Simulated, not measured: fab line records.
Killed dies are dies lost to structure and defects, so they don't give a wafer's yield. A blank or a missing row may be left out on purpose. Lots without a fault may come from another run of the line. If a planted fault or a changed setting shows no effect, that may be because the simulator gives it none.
Which tool is to blame?	flow n5Finfet	40 wafers from 14 lots sampled at 5 of the route's 1938 steps

== WHAT THE GAUGES SHOWED, per wafer ==
N5_BEOL_M10_INSPECT_58: inspects for defects (darkfield). Usual: rawDefectCount at 69, with a standard deviation of 24.
lot	measured	on	rawDefectCount	flag
L181	day 10 01:22	defectInspect-02	56 64 66	
L186	day 10 22:49	defectInspect-01	101 110 101	
L184	day 11 02:41	defectInspect-02	48 56 89	
L187	day 11 14:25	defectInspect-01	43 58	
L188	day 11 23:31	defectInspect-02	56 69	
L190	day 11 23:58	defectInspect-01	18 61 66	
L192	day 12 17:44	defectInspect-02	73 51 50	
L193	day 12 21:53	defectInspect-01	67 43 53	
L194	day 13 08:09	defectInspect-02	51 75 61	
L196	day 13 08:58	defectInspect-01	95 55 75	
L197	day 13 14:46	defectInspect-01	93 70 103	
L200	day 14 04:57	defectInspect-01	59 71 78	
L202	day 15 06:43	defectInspect-01	63 70 62	
L203	day 15 18:02	defectInspect-02	98 42 78	

N5_BEOL_M11_THK_MEAS_01. Usual: for M11_ILD_THK the level is 270 nm and the standard deviation is 3.2.
lot	measured	on	M11_ILD_THK (nm)	flag
L181	day 10 02:34	filmMetro-01	267 271 272	
L186	day 10 23:26	filmMetro-01	271 271 275	
L184	day 11 03:19	filmMetro-02	273 270 277	
L187	day 11 15:02	filmMetro-01	270 272	
L188	day 12 00:08	filmMetro-02	268 270	
L190	day 12 00:36	filmMetro-01	268 273 275	
L192	day 12 18:22	filmMetro-01	271 268 270	
L193	day 12 22:30	filmMetro-02	263 266 267	
L194	day 13 08:46	filmMetro-01	267 264 270	
L196	day 13 09:53	filmMetro-02	265 270 273	
L197	day 13 15:23	filmMetro-02	269 270 271	
L200	day 14 05:35	filmMetro-02	273 272 276	
L202	day 15 07:23	filmMetro-01	267 264 274	
L203	day 15 18:40	filmMetro-02	265 265 271	

N5_BEOL_M11_CD_MEAS_18: pitch 140 nm, target cd 70 nm. Usual: cdNm at 70.0 nm, with a standard deviation of 0.68.
lot	measured	on	cdNm (nm)	flag
L181	day 10 04:09	cdSem-01	70.3 70.2 69.3	
L186	day 11 02:22	cdSem-02	70.0 69.2 70.2	
L184	day 11 05:50	cdSem-03	69.5 68.4 69.5	
L187	day 11 18:38	cdSem-03	69.4 70.0	
L188	day 12 02:12	cdSem-02	69.1 69.3	
L190	day 12 02:17	cdSem-02	70.4 69.8 69.9	
L192	day 12 20:27	cdSem-03	69.6 69.5 68.9	
L193	day 13 01:13	cdSem-02	- - -	OFF
L194	day 13 11:23	cdSem-03	- - -	OFF
L196	day 13 11:37	cdSem-02	70.0 69.5 69.9	
L197	day 13 18:55	cdSem-03	69.6 70.3 69.2	
L200	day 14 09:35	cdSem-01	69.6 69.8 69.8	
L202	day 15 08:59	cdSem-02	70.3 71.0 71.2	
L203	day 15 20:31	cdSem-01	69.9 69.8 69.7	

== TOOL THAT RAN EACH LOT (tool first, then ch and the chambers of the sampled wafers, then the start) ==
lot	N5_BEOL_M11_ETCH_62	N5_BEOL_M11_HM_OPEN_17
L181	rieDiel-01 ch 0,2, day 10 03:47	rieMetal-01 ch 0,1, day 10 04:00
L186	rieDiel-01 ch 0,3, day 11 02:00	rieMetal-02 ch 1, day 11 02:11
L184	rieDiel-03 ch 0,2, day 11 05:28	rieMetal-02 ch 0,1, day 11 05:40
L187	rieDiel-03 ch 0,1, day 11 18:20	rieMetal-02 ch 0, day 11 18:29
L188	rieDiel-05 ch 1,2, day 12 01:50	rieMetal-03 ch 0,1, day 12 02:01
L190	rieDiel-03 ch 0,1, day 12 01:55	rieMetal-01 ch 0,1, day 12 02:07
L192	rieDiel-05 ch 1,2,3, day 12 19:56	rieMetal-01 ch 0,1, day 12 20:07
L193	rieDiel-01 ch 0,3, day 13 00:51	rieMetal-02 ch 0,1, day 13 01:02
L194	rieDiel-03 ch 0,1,3, day 13 10:55	rieMetal-02 ch 0,1, day 13 11:06
L196	rieDiel-01 ch 0,1,3, day 13 11:15	rieMetal-01 ch 0,1, day 13 11:26
L197	rieDiel-05 ch 0,1,3, day 13 18:27	rieMetal-01 ch 0,1, day 13 18:38
L200	rieDiel-01 ch 0,1, day 14 09:13	rieMetal-02 ch 0, day 14 09:24
L202	rieDiel-03 ch 0,1,2, day 15 08:37	rieMetal-02 ch 0,1, day 15 08:48
L203	rieDiel-05 ch 2,3, day 15 20:10	rieMetal-03 ch 0,1, day 15 20:20
- N5_BEOL_M11_ETCH_62: etches SOC in N2/H2, target depth 110 nm, overetch 22 nm, time 165 s.
- N5_BEOL_M11_HM_OPEN_17: chemistry Cl2/BCl3, target TiN, target depth 20 nm, overetch 6 nm.

== WHAT THE TOOLS THEMSELVES READ (means of the sampled wafers that have a number; where no wafer has one, the mark that the record gives instead) ==
N5_BEOL_M11_ETCH_62. Usual: drypumpMotorCurrentA 5.7 A, standard deviation 0.55; oesProductAu 0.66 a.u., standard deviation 0.061; rfVppV 524 V, standard deviation 3; showerheadPlenumPTorr 2.54 Torr, standard deviation 0.1; throttleValvePct 17.77 %, standard deviation 0.25.
lot	tool	drypumpMotorCurrentA (A)	oesProductAu (a.u.)	rfVppV (V)	showerheadPlenumPTorr (Torr)	throttleValvePct (%)	flag
L181	rieDiel-01	4.9	0.67	525	2.56	18.16	
L186	rieDiel-01	5.2	0.63	522	2.48	17.97	
L184	rieDiel-03	5.3	0.62	522	2.45	17.75	
L187	rieDiel-03	6.0	0.67	524	2.52	18.00	
L188	rieDiel-05	6.4	0.68	527	2.67	17.57	
L190	rieDiel-03	6.0	0.69	521	2.51	17.96	
L192	rieDiel-05	6.2	0.64	527	2.65	17.54	
L193	rieDiel-01	5.2	0.62	522	2.47	18.00	
L194	rieDiel-03	5.8	0.71	524	2.54	17.84	
L196	rieDiel-01	5.4	0.66	523	2.52	17.95	
L197	rieDiel-05	5.8	0.62	524	2.53	17.66	
L200	rieDiel-01	5.5	0.69	524	2.57	17.90	
L202	rieDiel-03	5.7	0.63	522	2.47	17.91	
L203	rieDiel-05	6.4	0.68	528	2.63	17.37	

N5_BEOL_M11_HM_OPEN_17. Usual: bcl3FlowSccm 21.75 sccm, standard deviation 0.055; biasW 126.0 W, standard deviation 0.43; drypumpMotorCurrentA 5.8 A, standard deviation 0.42; oesProductAu 0.64 a.u., standard deviation 0.078; throttleValvePct 22.26 %, standard deviation 0.23.
lot	tool	bcl3FlowSccm (sccm)	biasW (W)	drypumpMotorCurrentA (A)	oesProductAu (a.u.)	throttleValvePct (%)	flag
L181	rieMetal-01	21.79	126.3	5.7	0.71	22.12	
L186	rieMetal-02	21.75	125.9	5.3	0.66	22.47	
L184	rieMetal-02	21.72	125.7	5.5	0.61	22.44	
L187	rieMetal-02	21.74	125.5	5.9	0.54	22.31	
L188	rieMetal-03	21.79	126.2	5.7	0.68	22.08	
L190	rieMetal-01	21.77	125.5	6.1	0.63	22.22	
L192	rieMetal-01	21.63	126.2	5.8	0.67	22.14	
L193	rieMetal-02	-	-	-	-	-	OFF
L194	rieMetal-02	-	-	-	-	-	OFF
L196	rieMetal-01	21.76	125.7	6.1	0.63	22.22	
L197	rieMetal-01	21.77	126.0	5.8	0.67	22.15	
L200	rieMetal-02	21.81	126.3	5.8	0.53	22.35	
L202	rieMetal-02	21.78	126.7	5.7	0.77	22.40	
L203	rieMetal-03	21.77	125.5	5.7	0.63	22.24	

== THE ANSWER, worked out from the rows above alone ==
Rule: lot off if the mean of its wafers having a number is beyond 3 standard deviations from the usual mean. A lot without any number at a reading at which 4 lots or more have one is off too. All remaining lots with rows at the step are treated as sound. Order of review: gauges by route order, followed by the tools' own readings, for which a lot's mean as printed above is used. At the first step where some lot is off, the reading lying furthest off is the one used; lots without a number count as furthest.
Off: L193, L194, at N5_BEOL_M11_CD_MEAS_18 (cdNm). Without a number there: L193, L194.
A tool fits if, at a process step before that reading, it ran every lot that is off, and no sound lot after the first of them. The gauges at N5_BEOL_M11_CD_MEAS_18 aren't tried: what is off there is off at N5_BEOL_M11_HM_OPEN_17 too, on other tools, and a gauge's error can't cause that. None of those tried fits.

== WHAT THE SIMULATOR HAD INSERTED ==
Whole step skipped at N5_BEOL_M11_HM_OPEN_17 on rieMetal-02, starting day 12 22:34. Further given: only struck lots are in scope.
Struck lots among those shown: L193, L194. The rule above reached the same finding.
